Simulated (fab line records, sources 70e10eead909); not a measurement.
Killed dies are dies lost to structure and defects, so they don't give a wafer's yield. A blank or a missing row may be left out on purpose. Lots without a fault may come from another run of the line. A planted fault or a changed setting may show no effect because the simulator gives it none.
A struck lot beside a sound one | flow nand_harc | 15 steps out of a route of 1302
Sound: wafers L400.2, L400.4, L400.5. Struck: wafers L397.1, L397.2, L397.5. The cause comes at the end.
At each step with rows: each side's tool, then ch and its chambers, then its first start. Under that, the readings that differ: sound wafers | struck wafers | difference of the means | sigmas: that difference in standard deviations of wafers without a fault.
alike: readings whose means differ by less than 2 such deviations, and words and numbers that are the same on both sides. not compared: withheld readings, readings that some wafer has no value for, bounds like >300 that may hide the same value, and numbers for which the record gives no deviation and whose values overlap.
The two part at a step that has a row with sigmas, a row that says differs or no value, or rows on one side only. Numbers that don't overlap but have no deviation are shown without sigmas and don't part them. A reading that every wafer of one side lacks parts them only if that side has two wafers or more.

NHARC_A_CHANNEL_HOLE_D1_ETCH_44: etches the open film in CF4/O2, target depth 140 nm, overetch 14 nm, time 77 s.
  sound on rie_diel-05 ch 1,2,3, day 16 17:49; struck on rie_diel-05 ch 1,3, day 15 11:55
  alike: drypump_motor_current_A, oes_f_703_au, oes_product_au, rf_vpp_V, showerhead_plenum_p_Torr, throttle_valve_pct
  not compared: rf_hours_counter_h
then, 3 steps without rows for these wafers: NHARC_A_CHANNEL_HOLE_D1_STRIP_27 (strips in O2); NHARC_A_CHANNEL_HOLE_D1_PRECLEAN_28 (cleans in SC1); NHARC_A_CHANNEL_HOLE_D1_SRD_29.
NHARC_A_CHANNEL_HOLE_D1_CD_MEAS_30:
  sound on cd_sem-02, day 16 18:36; struck on cd_sem-02, day 15 12:42
  alike: cd_nm
NHARC_A_CHANNEL_HOLE_D1_XSEM_31:
  sound on xsem-02 ch 0, day 16 18:41; struck on xsem-01 ch 0, day 15 12:47
  alike: bot_cd_nm, bow_nm, tilt_deg
NHARC_A_CHANNEL_HOLE_D1_INSPECT_40:
  sound on defect_inspect-02, day 16 18:47; struck on defect_inspect-02, day 15 12:53
  alike: raw_defect_count
then, 3 steps without rows for these wafers: NHARC_A_CHANNEL_FILL_D1_PRECLEAN_00 (cleans in SC1); NHARC_A_CHANNEL_FILL_D1_SRD_01; NHARC_A_CHANNEL_FILL_D1_ALD_02 (deposits SiO2, target thk 6 nm, pulse time 10 s, ald cycles 60).
NHARC_A_CHANNEL_FILL_D1_ALD_03: deposits SiNx, target thk 6 nm, pulse time 60 s, ald cycles 58.
  sound on ald_sin_batch-01 ch 0, day 17 01:48; struck on ald_sin_batch-02 ch 0
  reading              | sound             | struck            | difference | sigmas
  susceptor_temp_C (C) | 630.6 630.0 630.4 | 629.7 629.6 629.6 | -0.7       | -2
  alike: precursor_pulse_height_rel
NHARC_A_CHANNEL_FILL_D1_ALD_14: deposits SiO2, target thk 2.5 nm, pulse time 10 s, ald cycles 25.
  sound on ald_hk-01 ch 0,1,3, day 17 05:30; struck on ald_hk-04 ch 2,3, day 15 20:08
  alike: heater_power_w, precursor_pulse_height_rel, susceptor_temp_C
NHARC_A_CHANNEL_FILL_D1_ALD_15: deposits SiNx, target thk 2 nm, pulse time 60 s, ald cycles 19.
  sound on ald_sin_batch-03 ch 0, day 17 08:46; struck on ald_sin_batch-01 ch 0, day 15 23:13
  reading              | sound                | struck               | difference | sigmas
  susceptor_temp_C (C) | 629.89 630.05 630.00 | 658.99 658.37 659.07 | +28.83     | +99 or more
  alike: precursor_pulse_height_rel
NHARC_A_CHANNEL_FILL_D1_ALD_16: deposits SiO2, target thk 1.5 nm, pulse time 10 s, ald cycles 15.
  sound on ald_hk-04 ch 2,3, day 17 10:51; struck on ald_hk-01 ch 2,3, day 16 01:18
  alike: heater_power_w, precursor_pulse_height_rel, susceptor_temp_C
then, 1 step without rows for these wafers: NHARC_END_SORT_01.

WHERE THEY PART
First at NHARC_A_CHANNEL_FILL_D1_ALD_03; last, within this record, at NHARC_A_CHANNEL_FILL_D1_ALD_15. Later steps at which nothing parts them and some readings are alike: NHARC_A_CHANNEL_FILL_D1_ALD_16.

WHY: what the simulator had put in
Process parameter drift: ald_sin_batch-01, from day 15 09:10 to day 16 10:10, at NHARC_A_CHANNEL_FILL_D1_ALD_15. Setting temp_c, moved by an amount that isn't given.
